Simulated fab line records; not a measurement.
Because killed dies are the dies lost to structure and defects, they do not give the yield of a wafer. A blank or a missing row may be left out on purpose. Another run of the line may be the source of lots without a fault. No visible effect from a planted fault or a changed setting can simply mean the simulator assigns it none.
fab line records	flow n5Finfet
record: lots: 7	wafers: 39
route steps=1938 shown WELL_APT@39 FIN_SAQP@125 FIN_CUT@160 DUMMY_GATE@250 SD_EPI_N@278
startH: start of the lot's first displayed wafer, in hours after the record's first day	waitH: hours since the lot's step before	" the same as in the row above	L1.1+2: a single row standing in for several wafers	- no value, or no start was given	* or withheld: withheld	< > ~ a bound
route shown NAME@n: a module of which the file shows steps, and the number in the route of the first	usual: average and standard deviation across the fault-free wafers	same: alike in all rows	chamber/n: place in a boat	sites: readings site by site	_std_site: their standard deviation	_edge_site: the outer-site mean with the inner-site mean subtracted	radiusMm: for every site, how far away it sits from the centre of the wafer	mask NAME#n: copy n	behind: the most recent tool/chamber to have shaped the wafer	hold: the reason the lot was held/the length of the hold in hours/how it ended	device: which transistor (n, p or np) failed to switch	end of line: the same wafers' tests at the end of the route	where a step has no rows: the recipe by itself	killed: not the wafer's yield, but the dies lost to structure and defects at the first sort	map: per-die view of a wafer (x killed, . not killed, _ where there is no die)
set.NAME: the run value of the setting; set.NAME@STEP: its run value at that earlier step	model.NAME: the simulator's own value behind a step, which no gauge read
lots with deliberately changed settings; one table per step, one row per wafer
== steps ==
step: N5_WELL_APT_EXPOSE_22
recipe: maskId: PWELL	na: 0.8	sourceShape: conventional	sigmaOuter: 0.8	polarization: unpolarized	defocusNm: 0	targetCdNm: 200	doseMj: 23.2
lot.wafer	tool	chamber	startH	waitH	mask	set.doseMj
L074.1+2+4	krfScanner-02	0	15.90	-	PWELL#0	23.2
L074.3+5+6	"	0	"	"	PWELL#0	24.53
L076.1+2+5	krfScanner-02	0	26.74	-	PWELL#0	24.8
L076.3+4+6	"	0	"	"	PWELL#0	23.2
L077.1+3+5	krfScanner-02	0	32.75	-	PWELL#0	23.83
L077.2+4+6	"	0	"	"	PWELL#0	23.2
L082.1+4+5	krfScanner-02	0	62.78	-	PWELL#0	23.2
L083.1+2+3+4+5+6	krfScanner-01	0	69.00	-	PWELL#0	23.2
L085.1+3+5	krfScanner-01	0	81.20	-	PWELL#0	23.2
L085.2+4+6	"	0	"	"	PWELL#0	23.69
L091.1+4+6	krfScanner-02	0	117.64	-	PWELL#0	24.32
L091.2+3+5	"	0	"	"	PWELL#0	23.2
step: N5_WELL_APT_PEB_23
recipe: pebTempC: 130	pebTimeS: 90
step: N5_WELL_APT_DEVELOP_24
recipe: developTimeS: 45	rinseLiquid: surfactantRinse	dry: airSpin	devTempC: 21
step: N5_WELL_APT_HARDBAKE_29
recipe: tempC: 130	timeS: 120
step: N5_WELL_APT_CD_MEAS_25
recipe: targetCdNm: 200	landingEnergyEv: 500	detector: seInlens
usual: cdNm: 200.0/2
lot.wafer	tool	chamber	startH	waitH	set.doseMj@WELL_APT_EXPOSE_22	cdNm
L074.1	cdSem-02	0	16.07	-	23.2	198.8
L074.2	"	0	"	"	23.2	199.3
L074.3	"	0	"	"	24.53	209.5
L074.4	"	0	"	"	23.2	200.1
L074.5	"	0	"	"	24.53	209.6
L074.6	"	0	"	"	24.53	208.9
L076.1	cdSem-03	0	26.92	-	24.8	213.8
L076.2	"	0	"	"	24.8	215.2
L076.3	"	0	"	"	23.2	201.6
L076.4	"	0	"	"	23.2	202.8
L076.5	"	0	"	"	24.8	213.1
L076.6	"	0	"	"	23.2	201.0
L077.1	cdSem-02	0	32.93	-	23.83	205.2
L077.2	"	0	"	"	23.2	202.2
L077.3	"	0	"	"	23.83	204.9
L077.4	"	0	"	"	23.2	200.3
L077.5	"	0	"	"	23.83	206.5
L077.6	"	0	"	"	23.2	202.1
L082.1	cdSem-02	0	62.95	-	23.2	199.6
L082.4	"	0	"	"	23.2	197.3
L082.5	"	0	"	"	23.2	195.4
L083.1	cdSem-01	0	69.17	-	23.2	198.8
L083.2	"	0	"	"	23.2	200.5
L083.3	"	0	"	"	23.2	200.0
L083.4	"	0	"	"	23.2	203.3
L083.5	"	0	"	"	23.2	199.1
L083.6	"	0	"	"	23.2	199.8
L085.1	cdSem-01	0	81.37	-	23.2	200.0
L085.2	"	0	"	"	23.69	201.8
L085.3	"	0	"	"	23.2	196.9
L085.4	"	0	"	"	23.69	206.4
L085.5	"	0	"	"	23.2	199.9
L085.6	"	0	"	"	23.69	200.8
L091.1	cdSem-02	0	117.81	-	24.32	207.3
L091.2	"	0	"	"	23.2	203.7
L091.3	"	0	"	"	23.2	201.2
L091.4	"	0	"	"	24.32	206.8
L091.5	"	0	"	"	23.2	198.2
L091.6	"	0	"	"	24.32	208.1
step: N5_WELL_APT_DESCUM_30
recipe: chemistry: O2	timeS: 7.9	sourcePowerW: 50	biasPowerW: 20	pressureMtorr: 20	rfFrequencyHz: 2.712e+07	tempC: 40	o2FlowSccm: 225
lot.wafer	tool	chamber	startH	waitH	set.doseMj@WELL_APT_EXPOSE_22	model.WELL_APT.cdNm
L074.1	rieDiel-02	0	16.29	0.2	23.2	198.8
L074.2	"	1	"	"	23.2	199.2
L074.3	"	3	"	"	24.53	209.6
L074.4	"	2	"	"	23.2	200.3
L074.5	"	1	"	"	24.53	209.7
L074.6	"	0	"	"	24.53	209
L076.1	rieDiel-06	2	27.00	0.0	24.8	213.8
L076.2	"	1	"	"	24.8	215.4
L076.3	"	3	"	"	23.2	201.9
L076.4	"	0	"	"	23.2	203.1
L076.5	"	1	"	"	24.8	213.3
L076.6	"	2	"	"	23.2	200.6
L077.1+3	rieDiel-06	2,0	33.02	0.0	23.83	205.2
L077.2	"	1	"	"	23.2	202.2
L077.4	"	3	"	"	23.2	200.3
L077.5	"	0	"	"	23.83	206.6
L077.6	"	3	"	"	23.2	202.4
L082.1	rieDiel-06	1	63.05	0.0	23.2	199.2
L082.4	"	0	"	"	23.2	197.3
L082.5	"	2	"	"	23.2	195.4
L083.1	rieDiel-02	2	69.36	0.1	23.2	199.2
L083.2	"	0	"	"	23.2	200.6
L083.3	"	3	"	"	23.2	200.3
L083.4	"	1	"	"	23.2	203.4
L083.5	"	3	"	"	23.2	199.3
L083.6	"	2	"	"	23.2	200.1
L085.1	rieDiel-05	2	81.85	0.4	23.2	200.3
L085.2	"	0	"	"	23.69	202
L085.3	"	3	"	"	23.2	196.7
L085.4	"	1	"	"	23.69	206.1
L085.5	"	0	"	"	23.2	200
L085.6	"	1	"	"	23.69	200.7
L091.1	rieDiel-06	1	117.94	0.1	24.32	207.6
L091.2	"	2	"	"	23.2	203.3
L091.3	"	3	"	"	23.2	201.4
L091.4	"	0	"	"	24.32	207
L091.5	"	3	"	"	23.2	197.9
L091.6	"	2	"	"	24.32	207.9
step: N5_FIN_SAQP_SPACER1_ALD_24
recipe: material: SiO2	targetThkA: 203	tempC: 300	aldPrecursorFamily: BDEAS	aldCoReactant: O2-plasma	pulseTimeS: 1	purgeTimeS: 2	coReactantPurgeTimeS: 2	aldCycles: 218	pressureTorr: 2
lot.wafer	tool	chamber	startH	waitH	set.aldCycles	model.SiO2_of_FIN_SAQP_SPACER1_ALD_24.thkNm
L074.1+3	aldSin-03	2,3	25.23	0.3	235	21.6
L074.2+5+6	"	1,3,1	"	"	218	20.2
L074.4	"	2	"	"	235	21.8
L076.1+2	aldSin-03	3,2	36.20	0.3	218	20.4
L076.3	"	0	"	"	218	20.2
L076.4+5+6	"	1,3,0	"	"	203	18.8
L077.1+2+3+4+5	aldSin-01	3,0,2,1,3	40.91	0.3	218	20.2
L077.6	"	2	"	"	218	20.4
L082.1	aldSin-03	1	71.84	0.3	218	20.4
L082.4	"	3	"	"	218	20
L082.5	"	1	"	"	218	20.2
L083.1	aldSin-02	0	77.23	0.3	218	20.2
L083.2+3	"	1,3	"	"	218	20.4
L083.4+6	"	2,3	"	"	201	18.8
L083.5	"	2	"	"	201	18.6
L085.1+4+5	aldSin-03	2,0,1	89.93	0.4	218	20.4
L085.2	"	1	"	"	185	17.4
L085.3+6	"	3,2	"	"	185	17.2
L091.1+4	aldSin-03	0,3	126.86	0.3	218	20.2
L091.2+6	"	2	"	"	206	19.2
L091.3	"	1	"	"	218	20.4
L091.5	"	3	"	"	206	19
step: N5_FIN_SAQP_SPACER1_ETCHBACK_25
recipe: chemistry: CHF3/O2	mode: anisotropicEtchback	target: SiO2	targetDepthA: 244	timeS: 12.2	pressureMtorr: 30	sourceW: 650	biasW: 170	Ar_flow_sccm: 200	CHF3_flow_sccm: 50	O2_flow_sccm: 5	ionEnergyEv: 200
step: N5_FIN_SAQP_MANDREL1_REMOVE_56
recipe: chemistry: HBr/Cl2/O2	btTimeS: 10	target: a-Si	stopOn: SiNx	endpoint: OES-SiCl	overEtchFrac: 1	icpW: 600	biasW: 22	HBr_flow_sccm: 150	Cl2_flow_sccm: 80	O2_flow_sccm: 5	pressureMtorr: 10
lot.wafer	tool	chamber	startH	waitH	set.aldCycles@FIN_SAQP_SPACER1_ALD_24	model.FIN_SAQP.cdNm
L074.1+3	rieSi-03	2,1	26.21	0.1	235	21.6
L074.2	"	3	"	"	218	20
L074.4	"	0	"	"	235	21.8
L074.5+6	"	2,3	"	"	218	20.2
L076.1+3	rieSi-01	3,2	37.01	0.1	218	20.4
L076.2	"	0	"	"	218	20.2
L076.4+5	"	1,2	"	"	203	18.8
L076.6	"	3	"	"	203	19
L077.1+2+3+5	rieSi-01	0,1,2,0	41.73	0.1	218	20.2
L077.4+6	"	3	"	"	218	20.4
L082.1	rieSi-03	3	72.64	0.1	218	20.4
L082.4+5	"	0,2	"	"	218	20.2
L083.1	rieSi-03	2	78.04	0.1	218	20.2
L083.2+3	"	3,0	"	"	218	20.4
L083.4	"	3	"	"	201	18.8
L083.5	"	2	"	"	201	18.4
L083.6	"	0	"	"	201	18.6
L085.1+5	rieSi-04	0	90.74	0.1	218	20.4
L085.2+6	"	3	"	"	185	17.4
L085.3	"	1	"	"	185	17.2
L085.4	"	2	"	"	218	20.2
L091.1	rieSi-04	1	127.82	0.1	218	20
L091.2+5+6	"	2,3,2	"	"	206	19
L091.3	"	0	"	"	218	20.4
L091.4	"	3	"	"	218	20.2
step: N5_FIN_SAQP_CD_MEAS_27
recipe: targetCdNm: 20	landingEnergyEv: 1000	detector: seInlens	polarity: line
usual: cdNm: 20.25/0.25
lot.wafer	tool	chamber	startH	waitH	set.aldCycles@FIN_SAQP_SPACER1_ALD_24	cdNm
L074.1	cdSem-02	0	26.33	0.1	235	21.80
L074.2	"	0	"	"	218	20.10
L074.3	"	0	"	"	235	22.05
L074.4	"	0	"	"	235	21.74
L074.5	"	0	"	"	218	20.02
L074.6	"	0	"	"	218	20.39
L076.1	cdSem-01	0	37.12	0.1	218	20.66
L076.2	"	0	"	"	218	20.83
L076.3	"	0	"	"	218	20.61
L076.4	"	0	"	"	203	18.82
L076.5	"	0	"	"	203	19.04
L076.6	"	0	"	"	203	18.85
L077.1	cdSem-02	0	41.84	0.1	218	20.04
L077.2	"	0	"	"	218	19.93
L077.3	"	0	"	"	218	20.59
L077.4	"	0	"	"	218	20.26
L077.5	"	0	"	"	218	20.09
L077.6	"	0	"	"	218	20.44
L082.1	cdSem-01	0	72.75	0.1	218	20.34
L082.4	"	0	"	"	218	20.38
L082.5	"	0	"	"	218	20.23
L083.1	cdSem-02	0	78.15	0.1	218	20.34
L083.2	"	0	"	"	218	20.29
L083.3	"	0	"	"	218	20.14
L083.4	"	0	"	"	201	18.76
L083.5	"	0	"	"	201	18.71
L083.6	"	0	"	"	201	18.39
L085.1	cdSem-02	0	90.85	0.1	218	20.25
L085.2	"	0	"	"	185	17.52
L085.3	"	0	"	"	185	17.69
L085.4	"	0	"	"	218	20.18
L085.5	"	0	"	"	218	20.57
L085.6	"	0	"	"	185	17.11
L091.1	cdSem-01	0	127.93	0.1	218	19.86
L091.2	"	0	"	"	206	18.90
L091.3	"	0	"	"	218	20.59
L091.4	"	0	"	"	218	20.17
L091.5	"	0	"	"	206	19.39
L091.6	"	0	"	"	206	18.63
step: N5_FIN_CUT_EXPOSE_05
recipe: maskId: FIN_CUT	na: 0.33	sourceShape: annular	sigmaInner: 0.35	sigmaOuter: 0.8	polarization: unpolarized	doseMj: 45.75
lot.wafer	tool	chamber	startH	waitH	mask	set.doseMj
L074.1+2+6	euvScanner-02	0	29.46	-	FIN_CUT#0	45.75
L074.3+4+5	"	0	"	"	FIN_CUT#0	48.03
L076.1+2+6	euvScanner-02	0	39.54	-	FIN_CUT#0	48.78
L076.3+4+5	"	0	"	"	FIN_CUT#0	45.75
L077.1+2+3+4+5+6	euvScanner-02	0	45.34	-	FIN_CUT#0	45.75
L082.1+4+5	euvScanner-01	0	75.12	-	FIN_CUT#0	45.75
L083.1+2+3+4+5+6	euvScanner-02	0	80.88	-	FIN_CUT#0	45.75
L085.1+3+6	euvScanner-02	0	94.38	-	FIN_CUT#0	45.75
L085.2+4+5	"	0	"	"	FIN_CUT#0	44.12
L091.1+2+3	euvScanner-02	0	130.64	-	FIN_CUT#0	45.75
L091.4+5+6	"	0	"	"	FIN_CUT#0	47.79
step: N5_FIN_CUT_PEB_06
recipe: pebTempC: 100	pebTimeS: 60	resist: CAR-EUV
step: N5_FIN_CUT_DEVELOP_07
recipe: developTimeS: 30	developer: TMAH	resist: CAR-EUV	rinseLiquid: surfactantRinse	dry: airSpin	devTempC: 23
step: N5_FIN_CUT_DESCUM_13
recipe: chemistry: O2	timeS: 7	sourcePowerW: 50	biasPowerW: 20	pressureMtorr: 20	rfFrequencyHz: 2.712e+07	tempC: 40	resist: CAR-EUV	o2FlowSccm: 225
step: N5_FIN_CUT_ETCH_30
recipe: chemistry: N2/H2	target: underlayer	targetDepthA: 130	maskMaterial: CAR-EUV	timeS: 10.4	ionEnergyEv: 200	pressureMtorr: 30	sourceW: 840	biasW: 150	n2FlowSccm: 200	h2FlowSccm: 200	ends: cleared
lot.wafer	tool	chamber	startH	waitH	set.doseMj@FIN_CUT_EXPOSE_05	model.FIN_CUT.cdOffsetNm
L074.1	rieDiel-03	3	29.75	0.0	45.75	0.2
L074.2+6	"	2	"	"	45.75	0
L074.3+4+5	"	0,3,0	"	"	48.03	1
L076.1+2+6	rieDiel-04	0,2,1	39.84	0.0	48.78	1.2
L076.3+4	"	1,3	"	"	45.75	0
L076.5	"	2	"	"	45.75	0.2
L077.1+2+4	rieDiel-01	2,0,1	45.80	0.0	45.75	0.2
L077.3+6	"	3	"	"	45.75	0.4
L077.5	"	0	"	"	45.75	0.6
L082.1+4	rieDiel-01	3,1	75.41	0.0	45.75	0
L082.5	"	0	"	"	45.75	0.2
L083.1+2+5	rieDiel-03	2,3,2	81.19	0.0	45.75	-0.2
L083.3+4+6	"	1,1,3	"	"	45.75	0
L085.1	rieDiel-03	1	94.67	0.0	45.75	0.2
L085.2+4	"	0,2	"	"	44.12	-0.6
L085.3	"	3	"	"	45.75	0
L085.5	"	1	"	"	44.12	-0.4
L085.6	"	2	"	"	45.75	-0.2
L091.1	rieDiel-04	0	130.93	0.0	45.75	-0.2
L091.2+3	"	3,1	"	"	45.75	0
L091.4	"	1	"	"	47.79	0.6
L091.5	"	3	"	"	47.79	0.8
L091.6	"	0	"	"	47.79	0.4
step: N5_FIN_CUT_ETCH_20
recipe: chemistry: CF4	target: SiARC	targetDepthA: 260	maskMaterial: CAR-EUV	timeS: 43.3	ionEnergyEv: 80	pressureMtorr: 40	sourceW: 545	biasW: 36	Ar_flow_sccm: 100	cf4FlowSccm: 100	ends: cleared
lot.wafer	tool	chamber	startH	waitH	set.doseMj@FIN_CUT_EXPOSE_05	model.FIN_CUT.cdOffsetNm
L074.1	rieDiel-03	3	29.77	0.0	45.75	0.2
L074.2	"	2	"	"	45.75	0
L074.3	"	0	"	"	48.03	0.8
L074.4	"	3	"	"	48.03	1.2
L074.5	"	0	"	"	48.03	1
L074.6	"	2	"	"	45.75	-0.2
L076.1+2+6	rieDiel-04	0,2,1	39.86	0.0	48.78	1.2
L076.3	"	1	"	"	45.75	0
L076.4	"	3	"	"	45.75	-0.2
L076.5	"	2	"	"	45.75	0.2
L077.1+2+3+4+6	rieDiel-01	2,0,3,1,3	45.82	0.0	45.75	0.2
L077.5	"	0	"	"	45.75	0.6
L082.1+4	rieDiel-01	3,1	75.43	0.0	45.75	0
L082.5	"	0	"	"	45.75	0.2
L083.1+5	rieDiel-03	2	81.21	0.0	45.75	-0.4
L083.2+4+6	"	3,1,3	"	"	45.75	0
L083.3	"	1	"	"	45.75	0.2
L085.1+3	rieDiel-03	1,3	94.69	0.0	45.75	0
L085.2	"	0	"	"	44.12	-0.6
L085.4	"	2	"	"	44.12	-0.8
L085.5	"	1	"	"	44.12	-0.4
L085.6	"	2	"	"	45.75	-0.2
L091.1+3	rieDiel-04	0,1	130.95	0.0	45.75	0
L091.2	"	3	"	"	45.75	-0.2
L091.4+5	"	1,3	"	"	47.79	0.8
L091.6	"	0	"	"	47.79	0.6
step: N5_DUMMY_GATE_ETCH_42
recipe: chemistry: CHF3/O2	target: SiO2	targetDepthA: 35	timeS: 31	ionEnergyEv: 30	biasW: 12	pressureMtorr: 30	sourceW: 600	Ar_flow_sccm: 200	CHF3_flow_sccm: 50	O2_flow_sccm: 5
usual: rfVppV: 42.4/1.1
lot.wafer	tool	chamber	startH	waitH	set.biasW	rfVppV
L074.1	rieDiel-01	2	53.17	0.0	14.2	47.8
L074.2	"	1	"	"	12	42.5
L074.3	"	3	"	"	12	40.8
L074.4	"	0	"	"	14.2	48.5
L074.5	"	2	"	"	12	41.9
L074.6	"	1	"	"	14.2	46.5
L076.1	rieDiel-01	3	60.02	0.0	12	41.0
L076.2	"	2	"	"	13.78	47.5
L076.3	"	1	"	"	13.78	46.7
L076.4	"	0	"	"	13.78	47.0
L076.5	"	0	"	"	12	42.9
L076.6	"	1	"	"	12	43.0
L077.1	rieDiel-04	2	65.98	0.0	12	43.3
L077.2	"	1	"	"	12	43.0
L077.3	"	0	"	"	12	43.5
L077.4	"	3	"	"	12	43.3
L077.5	"	0	"	"	12	44.4
L077.6	"	1	"	"	12	43.7
L082.1	rieDiel-01	2	100.58	0.0	12	42.3
L082.4	"	1	"	"	12	42.1
L082.5	"	3	"	"	12	41.5
L083.1	rieDiel-03	2	100.61	0.0	12	41.1
L083.2	"	0	"	"	13.34	44.0
L083.3	"	3	"	"	12	42.1
L083.4	"	1	"	"	13.34	44.9
L083.5	"	0	"	"	12	41.5
L083.6	"	3	"	"	13.34	45.5
L085.1	rieDiel-01	1	114.82	0.0	12	42.3
L085.2	"	2	"	"	10.42	38.9
L085.3	"	3	"	"	12	40.8
L085.4	"	0	"	"	12	42.6
L085.5	"	0	"	"	10.42	37.8
L085.6	"	1	"	"	10.42	38.1
L091.1	rieDiel-03	0	150.45	0.1	13.62	46.6
L091.2	"	1	"	"	12	42.8
L091.3	"	3	"	"	13.62	46.0
L091.4	"	2	"	"	12	39.5
L091.5	"	0	"	"	12	40.1
L091.6	"	1	"	"	13.62	46.0
step: N5_SD_EPI_N_ETCH_45
recipe: chemistry: CH3F/O2	target: SiOCN	targetDepthA: 60	maskMaterial: SOC	ionEnergyEv: 60	biasW: 29	pressureMtorr: 15	sourceW: 410	Ar_flow_sccm: 150	CH3F_flow_sccm: 30	O2_flow_sccm: 20
lot.wafer	tool	chamber	startH	waitH	set.targetDepthA	model.etch.depthNm
L074.1	rieDiel-06	0	55.02	0.1	60	5.783
L074.2	"	1	"	"	62.74	6.233
L074.3	"	3	"	"	60	5.898
L074.4	"	0	"	"	62.74	6.075
L074.5	"	3	"	"	60	5.873
L074.6	"	1	"	"	62.74	6.219
L076.1	rieDiel-05	1	61.89	0.1	60	5.842
L076.2	"	0	"	"	60	6.236
L076.3	"	3	"	"	53.17	5.267
L076.4	"	2	"	"	60	5.961
L076.5	"	3	"	"	53.17	5.264
L076.6	"	0	"	"	53.17	5.583
L077.1	rieDiel-05	0	68.91	0.1	52.99	5.579
L077.2	"	2	"	"	60	5.964
L077.3	"	3	"	"	60	5.942
L077.4	"	1	"	"	52.99	5.197
L077.5	"	1	"	"	52.99	5.188
L077.6	"	2	"	"	60	5.879
L083.1	rieDiel-06	1	103.22	0.1	55.32	5.491
L083.2	"	2	"	"	55.32	5.338
L083.3	"	3	"	"	60	5.88
L083.4	"	0	"	"	55.32	5.348
L083.5	"	2	"	"	60	5.784
L083.6	"	3	"	"	60	5.881
L082.1	rieDiel-05	0	103.96	0.1	60	6.296
L082.4	"	1	"	"	60	5.954
L082.5	"	2	"	"	60	5.983
L085.1	rieDiel-05	2	116.87	0.1	60	5.917
L085.2	"	3	"	"	60	5.889
L085.3	"	0	"	"	60	6.162
L085.4	"	1	"	"	60	5.952
L085.5	"	3	"	"	60	5.92
L085.6	"	2	"	"	60	5.885
L091.1	rieDiel-02	1	153.10	0.1	60	6.017
L091.2	"	3	"	"	63.62	6.425
L091.3	"	0	"	"	63.62	6.481
L091.4	"	2	"	"	60	5.936
L091.5	"	1	"	"	60	6.025
L091.6	"	2	"	"	63.62	6.313
step: N5_SD_EPI_N_ETCH_16
recipe: chemistry: CHF3/O2	target: SiO2	targetDepthA: 50	maskMaterial: SOC	pressureMtorr: 30	sourceW: 650	biasW: 170	Ar_flow_sccm: 200	CHF3_flow_sccm: 50	O2_flow_sccm: 5	ionEnergyEv: 200
lot.wafer	tool	chamber	startH	waitH	set.targetDepthA	model.etch.depthNm
L074.1	rieDiel-06	0	55.12	0.1	50	4.886
L074.2	"	1	"	"	50	4.986
L074.3	"	3	"	"	43.77	4.3
L074.4	"	0	"	"	50	4.884
L074.5	"	3	"	"	43.77	4.311
L074.6	"	1	"	"	43.77	4.334
L076.1	rieDiel-05	1	61.99	0.1	54.99	5.383
L076.2	"	0	"	"	50	5.255
L076.3	"	3	"	"	54.99	5.49
L076.4	"	2	"	"	50	5.012
L076.5	"	3	"	"	54.99	5.479
L076.6	"	0	"	"	50	5.244
L077.1	rieDiel-05	0	69.01	0.1	50	5.164
L077.2	"	2	"	"	50	4.896
L077.3	"	3	"	"	46.07	4.52
L077.4	"	1	"	"	50	4.853
L077.5	"	1	"	"	46.07	4.467
L077.6	"	2	"	"	46.07	4.494
L083.1	rieDiel-06	1	103.32	0.1	50	5.025
L083.2	"	2	"	"	44.36	4.355
L083.3	"	3	"	"	44.36	4.412
L083.4	"	0	"	"	50	4.926
L083.5	"	2	"	"	44.36	4.37
L083.6	"	3	"	"	50	4.94
L082.1	rieDiel-05	0	104.06	0.1	50	5.164
L082.4	"	1	"	"	50	4.888
L082.5	"	2	"	"	50	4.925
L085.1	rieDiel-05	2	116.97	0.1	50	4.918
L085.2	"	3	"	"	56.09	5.517
L085.3	"	0	"	"	56.09	5.848
L085.4	"	1	"	"	50	4.871
L085.5	"	3	"	"	56.09	5.556
L085.6	"	2	"	"	50	4.898
L091.1	rieDiel-02	1	153.20	0.1	50	4.997
L091.2	"	3	"	"	50	4.993
L091.3	"	0	"	"	50	5.032
L091.4	"	2	"	"	50	4.916
L091.5	"	1	"	"	50	5.034
L091.6	"	2	"	"	50	4.92
== key ==
split: step: N5_WELL_APT_EXPOSE_22	setting: doseMj	stated: 23.2	by: wafer
response: step: N5_WELL_APT_CD_MEAS_25	reading: cdNm	change: +1.66	per: 1%	r: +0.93
response: step: N5_WELL_APT_DESCUM_30	reading: model.WELL_APT.cdNm	change: +1.68	per: 1%	r: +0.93
split: step: N5_FIN_SAQP_SPACER1_ALD_24	setting: aldCycles	stated: 218	by: wafer
response: step: N5_FIN_SAQP_SPACER1_ALD_24	reading: model.SiO2_of_FIN_SAQP_SPACER1_ALD_24.thkNm	change: +0.206	per: 1%	r: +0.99
response: step: N5_FIN_SAQP_MANDREL1_REMOVE_56	reading: model.FIN_SAQP.cdNm	change: +0.204	per: 1%	r: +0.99
response: step: N5_FIN_SAQP_CD_MEAS_27	reading: cdNm	change: +0.208	per: 1%	r: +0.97
split: step: N5_FIN_CUT_EXPOSE_05	setting: doseMj	stated: 45.75	by: wafer
response: step: N5_FIN_CUT_ETCH_30	reading: model.FIN_CUT.cdOffsetNm	change: +0.168	per: 1%	r: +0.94
response: step: N5_FIN_CUT_ETCH_20	reading: model.FIN_CUT.cdOffsetNm	change: +0.182	per: 1%	r: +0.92
split: step: N5_DUMMY_GATE_ETCH_42	setting: biasW	stated: 12	by: wafer
response: step: N5_DUMMY_GATE_ETCH_42	reading: rfVppV	change: +0.323	per: 1%	r: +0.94
split: step: N5_SD_EPI_N_ETCH_45	setting: targetDepthA	stated: 60	by: wafer
response: step: N5_SD_EPI_N_ETCH_45	reading: model.etch.depthNm	change: +0.0571	per: 1%	r: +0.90
split: step: N5_SD_EPI_N_ETCH_16	setting: targetDepthA	stated: 50	by: wafer
response: step: N5_SD_EPI_N_ETCH_16	reading: model.etch.depthNm	change: +0.0502	per: 1%	r: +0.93
